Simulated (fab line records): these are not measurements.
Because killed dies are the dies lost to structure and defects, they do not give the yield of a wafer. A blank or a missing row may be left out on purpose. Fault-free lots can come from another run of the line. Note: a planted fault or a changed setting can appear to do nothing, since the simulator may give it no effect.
Matching of chambers ; flow nand_harc ; NHARC_A_STAIRCASE_TRIM_20 on rie_diel-07: 4 sister chambers
The step chemistry O2, time 211.2 s. 7 wafers are shown with their chamber, then 7 later ones without.

## WAFERS, EACH WITH ITS CHAMBER
wafer;chamber;showerhead_plenum_p_Torr (Torr);drypump_motor_current_A (A)
L075.5;2;3.80;6.2
L077.1;3;3.39;5.5
L077.5;0;3.32;6.0
L080.5;0;3.31;6.0
L080.6;1;3.63;5.3
L089.1;1;3.62;5.3
L089.2;3;3.37;5.4

## WAFERS MISSING THEIR CHAMBER
wafer;showerhead_plenum_p_Torr (Torr);drypump_motor_current_A (A)
L089.4;3.30;6.0
L093.4;3.61;5.3
L093.5;3.30;6.0
L093.6;3.61;5.3
L095.1;3.60;5.3
L095.2;3.76;6.1
L095.6;3.76;6.2

## EACH ONE'S CHAMBER
wafer;from the rows above;in truth
L089.4;0;0
L093.4;1;1
L093.5;0;0
L093.6;1;1
L095.1;1;1
L095.2;2;2
L095.6;2;2
Correctly placed: 7 of 7. Can't be placed from these rows: 0. Wrongly placed: 0.
How it was worked out, from the rows above alone: a wafer's distance from a chamber is the root of the sum, over the readings, of the square of ((its reading less the chamber's mean) divided by the reading's scatter). If the next closest chamber is less than 2 further off than the closest, the wafer can't be placed; otherwise it belongs to the closest. Each chamber's mean is taken over the wafers shown for it. The scatter: take each reading less its chamber's mean, square it, sum over the shown wafers, divide by the number of wafers less the number of chambers, and take the root.
